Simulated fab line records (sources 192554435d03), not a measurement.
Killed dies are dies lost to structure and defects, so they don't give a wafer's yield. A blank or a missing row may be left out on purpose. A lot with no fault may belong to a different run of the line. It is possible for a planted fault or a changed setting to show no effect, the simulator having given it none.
fab line records -- flow n5Finfet
[record] lots = 7, wafers = 39
route steps=1938 shown BEOL_M13@1696 TV_OPEN@1887
startH: hours from the record's first day to the start of the lot's first wafer shown -- waitH: how many hours have passed since the lot's step before this one -- " as in the row above -- L1.1+2: a single row standing in for several wafers -- - no value, or no start was given -- * or withheld: withheld -- < > ~ a bound
route shown NAME@n: a module of which the file shows steps, and the number in the route of the first -- usual: mean/standard deviation taken from wafers without a fault -- same: alike in all rows -- chamber/n: place in a boat -- sites: readings site by site -- _std_site: the values' standard deviation -- _edge_site: the outer-site mean with the inner-site mean subtracted -- radiusMm: how far each site lies from the wafer's centre -- mask NAME#n: copy n -- behind: the most recent tool/chamber to have shaped the wafer -- hold: reason for holding the lot/hours on hold/outcome of the hold -- device: the n, p or np transistor that did not switch -- end of line: at the end of the route, the tests of the same wafers -- where a step has no rows: the recipe by itself -- killed: at the first sort, the dies lost to defects and structure; wafer yield is something else -- map: a wafer's dies, x killed, . not, _ none there
set.NAME: the setting that was run; set.NAME@STEP: the one run at that earlier step -- model.NAME: the simulator's own value behind a step, which no gauge read
one table per step and one row per wafer, for lots whose settings were changed on purpose
[[steps]]
[step N5_BEOL_M13_TRENCH_ETCH_34]
[recipe] chemistry = C4F8/O2/Ar, target = SiOC, targetDepthA = 4134.7, maskMaterial = SOC, pressureMtorr = 30, sourceW = 3000, biasW = 700, Ar_flow_sccm = 400, C4F8_flow_sccm = 15, O2_flow_sccm = 8, heInnerTorr = 15, heOuterTorr = 30, timeS = 162.6, ionEnergyEv = 250
lot.wafer,tool,chamber,startH,waitH,set.timeS,model.etch.depthNm
L074.1,rieDiel-02,0,254.14,0.0,125.8,314.9
L074.2,rieDiel-02,1,254.14,0.0,162.6,397
L074.3,rieDiel-02,3,254.14,0.0,125.8,324.4
L074.4,rieDiel-02,3,254.14,0.0,162.6,421.2
L074.5,rieDiel-02,1,254.14,0.0,125.8,306.8
L074.6,rieDiel-02,0,254.14,0.0,162.6,406.9
L078.1,rieDiel-02,1,269.87,0.0,162.6,399.1
L078.2,rieDiel-02,3,269.87,0.0,162.6,418.3
L078.3,rieDiel-02,0,269.87,0.0,210,526
L078.4,rieDiel-02,0,269.87,0.0,210,522.7
L078.5,rieDiel-02,3,269.87,0.0,162.6,420.9
L078.6,rieDiel-02,1,269.87,0.0,210,514.6
L083.1,rieDiel-05,1,286.57,0.0,162.6,403.8
L083.2,rieDiel-05,2,286.57,0.0,202.5,513.8
L083.3,rieDiel-05,0,286.57,0.0,162.6,401.3
L083.4,rieDiel-05,3,286.57,0.0,202.5,513.5
L083.5,rieDiel-05,2,286.57,0.0,162.6,410.6
L083.6,rieDiel-05,3,286.57,0.0,202.5,511
L080.1,rieDiel-02,2,286.98,0.0,162.6,423.8
L080.2,rieDiel-02,0,286.98,0.0,162.6,409.9
L080.3,rieDiel-02,3,286.98,0.0,162.6,422
L080.4,rieDiel-02,1,286.98,0.0,162.6,400.9
L080.5,rieDiel-02,2,286.98,0.0,162.6,419.6
L080.6,rieDiel-02,3,286.98,0.0,162.6,418.6
L092.1,rieDiel-04,1,346.05,0.0,123.5,309.8
L092.2,rieDiel-04,0,346.05,0.0,162.6,409.7
L092.3,rieDiel-04,2,346.05,0.0,162.6,418.9
L092.4,rieDiel-04,3,346.05,0.0,123.5,318
L092.5,rieDiel-04,0,346.05,0.0,123.5,308.1
L092.6,rieDiel-04,3,346.05,0.0,162.6,423.2
L090.1,rieDiel-02,2,347.36,0.0,117,299.5
L090.2,rieDiel-02,3,347.36,0.0,162.6,416.6
L090.3,rieDiel-02,0,347.36,0.0,117,288.9
L090.4,rieDiel-02,1,347.36,0.0,117,284.3
L090.5,rieDiel-02,1,347.36,0.0,162.6,397.6
L090.6,rieDiel-02,0,347.36,0.0,162.6,401.4
L095.1,rieDiel-02,3,386.51,0.0,162.6,412.9
L095.3,rieDiel-02,2,386.51,0.0,162.6,413.2
L095.5,rieDiel-02,1,386.51,0.0,162.6,387.6
[step N5_BEOL_M13_STRIP_70]
[recipe] chemistry = C4F8/O2/Ar, resist = SiARC, rfFrequencyHz = 6e+07
[step N5_BEOL_M13_OCD_MEAS_35]
[usual] trenchDepthNm = 410/8.6
lot.wafer,tool,chamber,startH,waitH,set.timeS@BEOL_M13_TRENCH_ETCH_34,trenchDepthNm
L074.1,ocd-02,-,254.32,0.0,125.8,315
L074.2,ocd-02,-,254.32,0.0,162.6,397
L074.3,ocd-02,-,254.32,0.0,125.8,324
L074.4,ocd-02,-,254.32,0.0,162.6,421
L074.5,ocd-02,-,254.32,0.0,125.8,307
L074.6,ocd-02,-,254.32,0.0,162.6,407
L078.1,ocd-01,-,270.04,0.0,162.6,399
L078.2,ocd-01,-,270.04,0.0,162.6,418
L078.3,ocd-01,-,270.04,0.0,210,526
L078.4,ocd-01,-,270.04,0.0,210,523
L078.5,ocd-01,-,270.04,0.0,162.6,421
L078.6,ocd-01,-,270.04,0.0,210,515
L083.1,ocd-02,-,286.75,0.0,162.6,404
L083.2,ocd-02,-,286.75,0.0,202.5,514
L083.3,ocd-02,-,286.75,0.0,162.6,401
L083.4,ocd-02,-,286.75,0.0,202.5,513
L083.5,ocd-02,-,286.75,0.0,162.6,410
L083.6,ocd-02,-,286.75,0.0,202.5,511
L080.1,ocd-02,-,287.16,0.0,162.6,424
L080.2,ocd-02,-,287.16,0.0,162.6,410
L080.3,ocd-02,-,287.16,0.0,162.6,422
L080.4,ocd-02,-,287.16,0.0,162.6,401
L080.5,ocd-02,-,287.16,0.0,162.6,419
L080.6,ocd-02,-,287.16,0.0,162.6,418
L092.1,ocd-01,-,346.23,0.0,123.5,309
L092.2,ocd-01,-,346.23,0.0,162.6,409
L092.3,ocd-01,-,346.23,0.0,162.6,419
L092.4,ocd-01,-,346.23,0.0,123.5,318
L092.5,ocd-01,-,346.23,0.0,123.5,309
L092.6,ocd-01,-,346.23,0.0,162.6,423
L090.1,ocd-01,-,347.53,0.0,117,299
L090.2,ocd-01,-,347.53,0.0,162.6,417
L090.3,ocd-01,-,347.53,0.0,117,289
L090.4,ocd-01,-,347.53,0.0,117,284
L090.5,ocd-01,-,347.53,0.0,162.6,398
L090.6,ocd-01,-,347.53,0.0,162.6,401
L095.1,ocd-02,-,386.68,0.0,162.6,413
L095.3,ocd-02,-,386.68,0.0,162.6,413
L095.5,ocd-02,-,386.68,0.0,162.6,387
[step N5_BEOL_M13_STRIP_37]
[recipe] chemistry = N2/H2, powerW = 1000, tempC = 250, h2Frac = 0.65, overashFraction = 0.3, pressureMtorr = withheld, n2FlowSccm = 1750, h2FlowSccm = 3250
[step N5_BEOL_M13_ETCH_38]
[recipe] chemistry = CF4/N2, target = SiCN, targetDepthA = 675, taperDeg = 2, timeS = 71.9, ionEnergyEv = 150, maskMaterial = SiO2, pressureMtorr = 40, sourceW = 430, biasW = 70, Ar_flow_sccm = 100, cf4FlowSccm = 60, n2FlowSccm = 60
[step N5_BEOL_M13_ECD_47]
[recipe] material = Cu, targetThkA = 9360
[step N5_BEOL_M13_ANNEAL_48]
[recipe] tempC = 225, timeS = 90, ambient = N2
[step N5_BEOL_M13_CMP_49]
[recipe] stopOn = SiOC, tOverpolishS = 17.1, downForcePsi = 1, platenRpm = 50, clearingPlatenDownForcePsi = 1.5, clearingPlatenRpm = 50, postCmpClean = cuAlkaline, targetThkNm = 420, clearingPlatenPadVelocityMS = 0.99484, padVelocityMS = 0.99484
lot.wafer,tool,chamber,startH,waitH,set.timeS@BEOL_M13_TRENCH_ETCH_34,model.Cu_of_BEOL_M13_ECD_47.thkNm
L074.1,cmp-02,3,257.14,0.3,125.8,321.6
L074.2,cmp-02,0,257.14,0.3,162.6,400.8
L074.4,cmp-02,1,257.14,0.3,162.6,428.4
L074.3,cmp-02,2,257.14,0.3,125.8,330.8
L074.5,cmp-02,3,257.14,0.3,125.8,314
L074.6,cmp-02,0,257.14,0.3,162.6,411
L078.2,cmp-04,3,272.77,0.2,162.6,424.4
L078.3,cmp-04,0,272.77,0.2,210,531.8
L078.4,cmp-04,1,272.77,0.2,210,528.2
L078.1,cmp-04,2,272.77,0.2,162.6,405.8
L078.5,cmp-04,3,272.77,0.2,162.6,426.2
L078.6,cmp-04,0,272.77,0.2,210,520.6
L083.4,cmp-04,0,291.03,0.1,202.5,521.8
L083.3,cmp-04,1,291.03,0.1,162.6,406.8
L083.1,cmp-04,2,291.03,0.1,162.6,410.6
L083.2,cmp-04,3,291.03,0.1,202.5,519.4
L083.5,cmp-04,0,291.03,0.1,162.6,417.2
L083.6,cmp-04,1,291.03,0.1,202.5,516.6
L080.4,cmp-02,0,293.14,0.1,162.6,407.2
L080.2,cmp-02,1,293.14,0.1,162.6,418.2
L080.1,cmp-02,2,293.14,0.1,162.6,431.8
L080.3,cmp-02,3,293.14,0.1,162.6,430.2
L080.5+6,cmp-02,"0,1",293.14,0.1,162.6,426.2
L092.1,cmp-02,1,353.37,0.3,123.5,316.4
L092.2,cmp-02,2,353.37,0.3,162.6,418.2
L092.3,cmp-02,3,353.37,0.3,162.6,426
L092.4,cmp-02,0,353.37,0.3,123.5,322.4
L092.5,cmp-02,1,353.37,0.3,123.5,315
L092.6,cmp-02,2,353.37,0.3,162.6,430
L090.3,cmp-02,0,356.05,0.2,117,292
L090.2,cmp-02,1,356.05,0.2,162.6,422.8
L090.1,cmp-02,2,356.05,0.2,117,305.4
L090.4,cmp-02,3,356.05,0.2,117,291
L090.6,cmp-02,0,356.05,0.2,162.6,404.8
L090.5,cmp-02,1,356.05,0.2,162.6,403.8
L095.1,cmp-02,1,388.06,0.3,162.6,419
L095.3,cmp-02,3,388.06,0.3,162.6,419.4
L095.5,cmp-02,1,388.06,0.3,162.6,393.8
[step N5_BEOL_M13_THK_MEAS_50]
[recipe] thkMeasGauge = xrf, reads = Cu_of_BEOL_M13_ECD_47
[usual] M13_THK = 421/9.4
lot.wafer,tool,chamber,startH,waitH,set.timeS@BEOL_M13_TRENCH_ETCH_34,M13_THK[nm]
L074.1,filmMetro-02,-,257.44,-,125.8,329
L074.2,filmMetro-02,-,257.44,-,162.6,412
L074.3,filmMetro-02,-,257.44,-,125.8,337
L074.4,filmMetro-02,-,257.44,-,162.6,439
L074.5,filmMetro-02,-,257.44,-,125.8,321
L074.6,filmMetro-02,-,257.44,-,162.6,423
L078.1,filmMetro-01,-,273.06,-,162.6,415
L078.2,filmMetro-01,-,273.06,-,162.6,431
L078.3,filmMetro-01,-,273.06,-,210,541
L078.4,filmMetro-01,-,273.06,-,210,536
L078.5,filmMetro-01,-,273.06,-,162.6,434
L078.6,filmMetro-01,-,273.06,-,210,529
L083.1,filmMetro-02,-,291.33,-,162.6,415
L083.2,filmMetro-02,-,291.33,-,202.5,526
L083.3,filmMetro-02,-,291.33,-,162.6,412
L083.4,filmMetro-02,-,291.33,-,202.5,529
L083.5,filmMetro-02,-,291.33,-,162.6,421
L083.6,filmMetro-02,-,291.33,-,202.5,522
L080.1,filmMetro-02,-,293.43,-,162.6,438
L080.2,filmMetro-02,-,293.43,-,162.6,423
L080.3,filmMetro-02,-,293.43,-,162.6,438
L080.4,filmMetro-02,-,293.43,-,162.6,412
L080.5,filmMetro-02,-,293.43,-,162.6,431
L080.6,filmMetro-02,-,293.43,-,162.6,433
L092.1,filmMetro-02,-,353.67,-,123.5,323
L092.2,filmMetro-02,-,353.67,-,162.6,428
L092.3,filmMetro-02,-,353.67,-,162.6,435
L092.4,filmMetro-02,-,353.67,-,123.5,328
L092.5,filmMetro-02,-,353.67,-,123.5,321
L092.6,filmMetro-02,-,353.67,-,162.6,440
L090.1,filmMetro-02,-,356.35,-,117,310
L090.2,filmMetro-02,-,356.35,-,162.6,426
L090.3,filmMetro-02,-,356.35,-,117,295
L090.4,filmMetro-02,-,356.35,-,117,294
L090.5,filmMetro-02,-,356.35,-,162.6,407
L090.6,filmMetro-02,-,356.35,-,162.6,410
L095.1,filmMetro-01,-,388.35,-,162.6,426
L095.3,filmMetro-01,-,388.35,-,162.6,426
L095.5,filmMetro-01,-,388.35,-,162.6,397
[step N5_BEOL_M13_PRE_CLEAN_52]
[recipe] gas = NH3, timeS = 15, tempC = withheld, rfPowerW = 300
[step N5_BEOL_M13_DEP_53]
[recipe] material = SiCN, targetThkA = 500, tempC = withheld, precursor = 3MS/NH3, pressureTorr = 3, rfW = 675, timeS = 17.8
[step N5_BEOL_M13_RS_MEAS_54]
[recipe] thkMeasGauge = four-point-probe, reads = Cu_of_BEOL_M13_ECD_47+Ta_of_BEOL_M13_SPUTTER_44+TaN_of_BEOL_M13_SPUTTER_43
[usual] M13_RS = 0.0454/0.001
lot.wafer,tool,chamber,startH,waitH,set.timeS@BEOL_M13_TRENCH_ETCH_34,M13_RS[ohm/sq]
L074.1,filmMetro-01,-,257.57,0.0,125.8,0.0593
L074.2,filmMetro-01,-,257.57,0.0,162.6,0.0471
L074.3,filmMetro-01,-,257.57,0.0,125.8,0.0575
L074.4,filmMetro-01,-,257.57,0.0,162.6,0.0440
L074.5,filmMetro-01,-,257.57,0.0,125.8,0.0608
L074.6,filmMetro-01,-,257.57,0.0,162.6,0.0460
L078.1,filmMetro-01,-,273.19,0.0,162.6,0.0466
L078.2,filmMetro-01,-,273.19,0.0,162.6,0.0445
L078.3,filmMetro-01,-,273.19,0.0,210,0.0352
L078.4,filmMetro-01,-,273.19,0.0,210,0.0355
L078.5,filmMetro-01,-,273.19,0.0,162.6,0.0442
L078.6,filmMetro-01,-,273.19,0.0,210,0.0359
L083.1,filmMetro-01,-,291.46,0.0,162.6,0.0460
L083.2,filmMetro-01,-,291.46,0.0,202.5,0.0361
L083.3,filmMetro-01,-,291.46,0.0,162.6,0.0464
L083.4,filmMetro-01,-,291.46,0.0,202.5,0.0359
L083.5,filmMetro-01,-,291.46,0.0,162.6,0.0452
L083.6,filmMetro-01,-,291.46,0.0,202.5,0.0363
L080.1,filmMetro-01,-,293.56,0.0,162.6,0.0437
L080.2,filmMetro-01,-,293.56,0.0,162.6,0.0450
L080.3,filmMetro-01,-,293.56,0.0,162.6,0.0439
L080.4,filmMetro-01,-,293.56,0.0,162.6,0.0463
L080.5,filmMetro-01,-,293.56,0.0,162.6,0.0442
L080.6,filmMetro-01,-,293.56,0.0,162.6,0.0442
L092.1,filmMetro-02,-,353.80,0.0,123.5,0.0604
L092.2,filmMetro-02,-,353.80,0.0,162.6,0.0452
L092.3,filmMetro-02,-,353.80,0.0,162.6,0.0442
L092.4,filmMetro-02,-,353.80,0.0,123.5,0.0591
L092.5,filmMetro-02,-,353.80,0.0,123.5,0.0606
L092.6,filmMetro-02,-,353.80,0.0,162.6,0.0439
L090.1,filmMetro-02,-,356.48,0.0,117,0.0626
L090.2,filmMetro-02,-,356.48,0.0,162.6,0.0445
L090.3,filmMetro-02,-,356.48,0.0,117,0.0655
L090.4,filmMetro-02,-,356.48,0.0,117,0.0658
L090.5,filmMetro-02,-,356.48,0.0,162.6,0.0467
L090.6,filmMetro-02,-,356.48,0.0,162.6,0.0468
L095.1,filmMetro-02,-,388.48,0.0,162.6,0.0450
L095.3,filmMetro-02,-,388.48,0.0,162.6,0.0450
L095.5,filmMetro-02,-,388.48,0.0,162.6,0.0480
[step N5_PASSIVATION_PASS_ETCH_74]
[recipe] chemistry = CF4/O2, target = SiNx, targetDepthA = 2200, timeS = 110, ionEnergyEv = 100, pressureMtorr = 40, sourceW = 535, biasW = 49, Ar_flow_sccm = 100, cf4FlowSccm = 100, O2_flow_sccm = 10
lot.wafer,tool,chamber,startH,waitH,set.targetDepthA,model.etch.depthNm,model.TV_OPEN.cdOffsetNm
L074.1,rieDiel-04,1,280.15,0.0,2200,224.4,0.6
L074.2,rieDiel-04,3,280.15,0.0,2200,214.2,0.2
L074.3,rieDiel-04,2,280.15,0.0,1506,155,3
L074.4,rieDiel-04,0,280.15,0.0,1506,148.2,4.2
L074.5,rieDiel-04,3,280.15,0.0,2200,213.9,0.4
L074.6,rieDiel-04,0,280.15,0.0,1506,148.2,3.8
L078.1,rieDiel-02,3,294.54,0.0,2200,217,0.4
L078.2,rieDiel-02,1,294.54,0.0,2200,214.2,0
L078.3,rieDiel-02,2,294.54,0.0,2200,228.3,0
L078.4,rieDiel-02,0,294.54,0.0,2200,207.8,1.2
L078.5,rieDiel-02,2,294.54,0.0,2200,228.8,-0.2
L078.6,rieDiel-02,1,294.54,0.0,2200,215.2,-0.2
L083.1,rieDiel-05,2,313.74,0.0,1154,117.2,5.2
L083.2,rieDiel-05,3,313.74,0.0,2200,223.3,-0.4
L083.3,rieDiel-05,0,313.74,0.0,2200,212.1,0.6
L083.4,rieDiel-05,0,313.74,0.0,1154,110.8,5
L083.5,rieDiel-05,3,313.74,0.0,1154,117.7,4.2
L083.6,rieDiel-05,2,313.74,0.0,2200,224.5,0.2
L080.1,rieDiel-05,2,314.48,0.0,983.4,99.03,5.4
L080.2,rieDiel-05,0,314.48,0.0,2200,212.4,0
L080.3,rieDiel-05,3,314.48,0.0,983.4,99.43,5
L080.4,rieDiel-05,2,314.48,0.0,2200,220.3,0
L080.5,rieDiel-05,0,314.48,0.0,983.4,94.55,5.4
L080.6,rieDiel-05,3,314.48,0.0,2200,221.4,-0.8
L092.1,rieDiel-02,3,372.32,0.0,2825,276.3,-2.4
L092.2,rieDiel-02,0,372.32,0.0,2200,206.5,0.8
L092.3,rieDiel-02,2,372.32,0.0,2825,294.3,-3.4
L092.4,rieDiel-02,1,372.32,0.0,2200,213.7,-0.6
L092.5,rieDiel-02,2,372.32,0.0,2200,226.7,-0.4
L092.6,rieDiel-02,3,372.32,0.0,2825,278.3,-2.8
L090.1,rieDiel-05,2,378.64,0.0,2200,216.9,0.2
L090.2,rieDiel-05,1,378.64,0.0,2200,216.4,-0.6
L090.3,rieDiel-05,3,378.64,0.0,2200,222.5,-0.4
L090.4,rieDiel-05,2,378.64,0.0,2200,217,0
L090.5,rieDiel-05,1,378.64,0.0,2200,215.3,-0.4
L090.6,rieDiel-05,3,378.64,0.0,2200,224.2,-0.4
L095.1,rieDiel-02,3,404.09,0.0,2200,213.5,0.6
L095.3,rieDiel-02,1,404.09,0.0,2200,211.3,0
L095.5,rieDiel-02,3,404.09,0.0,2200,211.6,0.6
[step N5_PASSIVATION_VIA_ETCH_13]
[recipe] chemistry = CHF3/O2, target = SiO2, targetDepthA = 6600, CHF3_flow_sccm = 50, O2_flow_sccm = 5, Ar_flow_sccm = 200, timeS = 330, maskMaterial = PR, pressureMtorr = 30, sourceW = 650, biasW = 170, ionEnergyEv = 200, ends = cleared
lot.wafer,tool,chamber,startH,waitH,set.targetDepthA@PASSIVATION_PASS_ETCH_74,model.TV_OPEN.cdOffsetNm
L074.1,rieDiel-04,1,280.24,0.0,2200,3.2
L074.2,rieDiel-04,3,280.24,0.0,2200,3
L074.3,rieDiel-04,2,280.24,0.0,1506,4.6
L074.4,rieDiel-04,0,280.24,0.0,1506,5
L074.5,rieDiel-04,3,280.24,0.0,2200,2.8
L074.6,rieDiel-04,0,280.24,0.0,1506,5.2
L078.1,rieDiel-02,3,294.63,0.0,2200,2
L078.2,rieDiel-02,1,294.63,0.0,2200,1.4
L078.3,rieDiel-02,2,294.63,0.0,2200,1.8
L078.4,rieDiel-02,0,294.63,0.0,2200,2.6
L078.5,rieDiel-02,2,294.63,0.0,2200,1.6
L078.6,rieDiel-02,1,294.63,0.0,2200,0.8
L083.1+4,rieDiel-05,"2,0",313.83,0.0,1154,6.4
L083.2,rieDiel-05,3,313.83,0.0,2200,1
L083.3,rieDiel-05,0,313.83,0.0,2200,2.2
L083.5,rieDiel-05,3,313.83,0.0,1154,5.4
L083.6,rieDiel-05,2,313.83,0.0,2200,1.4
L080.1+3,rieDiel-05,"2,3",314.57,0.0,983.4,6.6
L080.2,rieDiel-05,0,314.57,0.0,2200,1.8
L080.4,rieDiel-05,2,314.57,0.0,2200,1
L080.5,rieDiel-05,0,314.57,0.0,983.4,6.8
L080.6,rieDiel-05,3,314.57,0.0,2200,0.6
L092.1,rieDiel-02,3,372.41,0.0,2825,-0.4
L092.2,rieDiel-02,0,372.41,0.0,2200,2.6
L092.3,rieDiel-02,2,372.41,0.0,2825,-2
L092.4,rieDiel-02,1,372.41,0.0,2200,1
L092.5,rieDiel-02,2,372.41,0.0,2200,1.2
L092.6,rieDiel-02,3,372.41,0.0,2825,-0.8
L090.1+2,rieDiel-05,"2,1",378.73,0.0,2200,1.2
L090.3,rieDiel-05,3,378.73,0.0,2200,1
L090.4,rieDiel-05,2,378.73,0.0,2200,0.8
L090.5,rieDiel-05,1,378.73,0.0,2200,1.6
L090.6,rieDiel-05,3,378.73,0.0,2200,0.6
L095.1,rieDiel-02,3,404.18,0.0,2200,2.6
L095.3,rieDiel-02,1,404.18,0.0,2200,1.2
L095.5,rieDiel-02,3,404.18,0.0,2200,3
[step N5_PASSIVATION_STRIP_14]
[recipe] chemistry = O2, powerW = 600, tempC = 60, pressureMtorr = 30, rfFrequencyHz = 6e+07, biasPowerW = 0, overashFraction = 0.5, o2FlowSccm = 225
[step N5_PASSIVATION_ETCH_15]
[recipe] chemistry = CF4/N2, target = SiCN, targetDepthA = 750, taperDeg = 2, timeS = 81.2, ionEnergyEv = 150, maskMaterial = SiNx, pressureMtorr = 40, sourceW = 430, biasW = 70, Ar_flow_sccm = 100, cf4FlowSccm = 60, n2FlowSccm = 60
lot.wafer,tool,chamber,startH,waitH,set.targetDepthA@PASSIVATION_PASS_ETCH_74,model.TV_OPEN.cdOffsetNm
L074.1,rieDiel-04,1,-,-,2200,3.4
L074.2+5,rieDiel-04,3,-,-,2200,3
L074.3,rieDiel-04,2,-,-,1506,4.4
L074.4+6,rieDiel-04,0,-,-,1506,5
L078.1,rieDiel-02,3,-,-,2200,2
L078.2,rieDiel-02,1,-,-,2200,1.2
L078.3,rieDiel-02,2,-,-,2200,1.8
L078.4,rieDiel-02,0,-,-,2200,2.8
L078.5,rieDiel-02,2,-,-,2200,1.6
L078.6,rieDiel-02,1,-,-,2200,0.8
L083.1+4,rieDiel-05,"2,0",-,-,1154,6.4
L083.2,rieDiel-05,3,-,-,2200,1
L083.3,rieDiel-05,0,-,-,2200,2.2
L083.5,rieDiel-05,3,-,-,1154,5.4
L083.6,rieDiel-05,2,-,-,2200,1.4
L080.1+3+5,rieDiel-05,"2,3,0",-,-,983.4,6.6
L080.2,rieDiel-05,0,-,-,2200,1.8
L080.4,rieDiel-05,2,-,-,2200,1
L080.6,rieDiel-05,3,-,-,2200,0.4
L092.1,rieDiel-02,3,-,-,2825,-0.4
L092.2,rieDiel-02,0,-,-,2200,2.6
L092.3,rieDiel-02,2,-,-,2825,-2
L092.4+5,rieDiel-02,"1,2",-,-,2200,1
L092.6,rieDiel-02,3,-,-,2825,-0.8
L090.1+2,rieDiel-05,"2,1",-,-,2200,1.2
L090.3,rieDiel-05,3,-,-,2200,1
L090.4+6,rieDiel-05,"2,3",-,-,2200,0.6
L090.5,rieDiel-05,1,-,-,2200,1.6
L095.1,rieDiel-02,3,-,-,2200,2.6
L095.3,rieDiel-02,1,-,-,2200,1
L095.5,rieDiel-02,3,-,-,2200,3.2
[[key]]
[split] step = N5_BEOL_M13_TRENCH_ETCH_34, setting = timeS, stated = 162.6, by = wafer
[response] step = N5_BEOL_M13_TRENCH_ETCH_34, reading = model.etch.depthNm, change = +4.1, per = 1%, r = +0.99
[response] step = N5_BEOL_M13_OCD_MEAS_35, reading = trenchDepthNm, change = +4.1, per = 1%, r = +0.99
[response] step = N5_BEOL_M13_CMP_49, reading = model.Cu_of_BEOL_M13_ECD_47.thkNm, change = +4.1, per = 1%, r = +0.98
[response] step = N5_BEOL_M13_THK_MEAS_50, reading = M13_THK, change = +4.18, per = 1%, r = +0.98
[response] step = N5_BEOL_M13_RS_MEAS_54, reading = M13_RS, change = -0.000517, per = 1%, r = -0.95
[split] step = N5_PASSIVATION_PASS_ETCH_74, setting = targetDepthA, stated = 2200, by = wafer
[response] step = N5_PASSIVATION_PASS_ETCH_74, reading = model.etch.depthNm, change = +2.2, per = 1%, r = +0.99
[response] step = N5_PASSIVATION_PASS_ETCH_74, reading = model.TV_OPEN.cdOffsetNm, change = -0.0998, per = 1%, r = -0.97
[response] step = N5_PASSIVATION_VIA_ETCH_13, reading = model.TV_OPEN.cdOffsetNm, change = -0.0924, per = 1%, r = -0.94
[response] step = N5_PASSIVATION_ETCH_15, reading = model.TV_OPEN.cdOffsetNm, change = -0.091, per = 1%, r = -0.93
